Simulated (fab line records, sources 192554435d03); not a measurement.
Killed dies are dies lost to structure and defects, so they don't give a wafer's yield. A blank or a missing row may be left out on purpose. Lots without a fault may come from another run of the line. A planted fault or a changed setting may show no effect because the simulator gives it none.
One fault seen from 2 desks | flow n5_finfet | each desk has only its own numbers; what lay behind them comes last

THE METROLOGY DESK
What the gauges read, lot by lot, whatever tool the lot ran on: means of the sampled wafers that have a number. A lot is out of limits, marked OUT, if its mean lies more than 4 standard deviations from the usual mean; the brackets give that distance. Of its 11 readings 7 are shown: those that lie furthest out on some lot.
Columns: A = DIBL_N at N5_BEOL_M4_RC_MEAS_101, usual 36.1 mV/V; B = DIBL_P at N5_BEOL_M4_RC_MEAS_101, usual 36.1 mV/V; C = IOFF_P at N5_BEOL_M4_RC_MEAS_101, usual 0.201 nA/um; D = ION_N at N5_BEOL_M4_RC_MEAS_101, usual 675 uA/um; E = ION_P at N5_BEOL_M4_RC_MEAS_101, usual 462 uA/um; F = SS_P at N5_BEOL_M4_RC_MEAS_101, usual 73.3 mV/dec; G = VT_P at N5_BEOL_M4_RC_MEAS_101, usual -251.3 mV
lot  | first seen here | A    | B    | C     | D   | E   | F    | G
L100 | day 6 08:04     | 33.8 | 33.7 | 0.169 | 665 | 456 | 72.9 | -254.7
L101 | day 6 16:41     | 36.8 | 37.5 | 0.180 | 672 | 451 | 73.6 | -254.3
L105 | day 7 14:24     | 35.2 | 35.7 | 0.194 | 681 | 468 | 72.9 | -249.1
L113 | day 9 14:01     | 36.7 | 35.4 | 0.214 | 681 | 460 | 73.0 | -251.1
L116 | day 10 03:52    | 36.1 | 37.4 | 0.214 | 672 | 467 | 73.1 | -247.6
L117 | day 10 15:50    | 35.8 | 36.3 | 0.178 | 665 | 455 | 73.2 | -254.8
L118 | day 10 19:29    | 35.4 | 35.1 | 0.189 | 674 | 463 | 72.8 | -251.5
L119 | day 10 22:43    | 37.8 | 37.5 | 0.215 | 688 | 465 | 74.2 | -252.7
L122 | day 11 20:03    | 35.3 | 36.0 | 0.164 | 674 | 459 | 73.2 | -255.2
This desk's finding: nothing out of limits on any of the 9 lots.

THE TOOL OWNER'S DESK: rie_diel-04
The tool's own readings at N5_BEOL_M1_VIA_ETCH_34 (etches the open film in C4F6/O2, target depth 67.8 nm, time 64.4 s): means of the sampled wafers that have a number, for each lot that ran on this tool. A lot is out of limits, marked OUT, if its mean lies more than 4 standard deviations from the usual mean; the brackets give that distance.
Columns: A = bias_w at N5_BEOL_M1_VIA_ETCH_34, usual 170.1 W; B = drypump_motor_current_A at N5_BEOL_M1_VIA_ETCH_34, usual 5.9 A; C = oes_o_777_au at N5_BEOL_M1_VIA_ETCH_34, usual 0.76 a.u.; D = oes_product_au at N5_BEOL_M1_VIA_ETCH_34, usual 0.77 a.u.; E = rf_vpp_V at N5_BEOL_M1_VIA_ETCH_34, usual 666 V; F = showerhead_plenum_p_Torr at N5_BEOL_M1_VIA_ETCH_34, usual 2.87 Torr; G = throttle_valve_pct at N5_BEOL_M1_VIA_ETCH_34, usual 30.77 %
lot  | first seen here | A               | B   | C    | D    | E              | F    | G
L100 | day 6 11:02     | 169.7           | 6.2 | 0.78 | 0.78 | 665            | 2.89 | 30.58
L105 | day 7 17:59     | 170.1           | 6.3 | 0.73 | 0.73 | 663            | 2.83 | 30.73
L113 | day 9 22:50     | 160.0 (-19) OUT | 6.1 | 0.75 | 0.74 | 634 (-7.7) OUT | 2.88 | 30.61
L116 | day 10 07:33    | 160.2 (-19) OUT | 6.0 | 0.76 | 0.75 | 635 (-7.4) OUT | 2.88 | 30.72
L117 | day 10 20:37    | 160.0 (-19) OUT | 6.1 | 0.75 | 0.74 | 634 (-7.6) OUT | 2.87 | 30.61
This desk's finding: out of limits on L113, L116, L117; first on L113, day 9 22:50 (bias_w at N5_BEOL_M1_VIA_ETCH_34). In limits: L100, L105.

PUT TOGETHER
The tool owner's desk could have raised an alarm at day 9 22:50, on L113, L116, L117.
The metrology desk saw nothing out of limits.
The metrology desk has L113, L116, L117 on record, within its limits.
Of the lots named, all ran N5_BEOL_M1_VIA_ETCH_34 on rie_diel-04.

WHAT THE SIMULATOR HAD PUT IN
Process parameter drift: rie_diel-04, from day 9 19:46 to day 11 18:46, at N5_BEOL_M1_VIA_ETCH_34. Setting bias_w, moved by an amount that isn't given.
Lots struck among those shown: L113, L116, L117.
Hours from the fault's start to each desk's first reading out of limits: the tool owner's desk, 3.
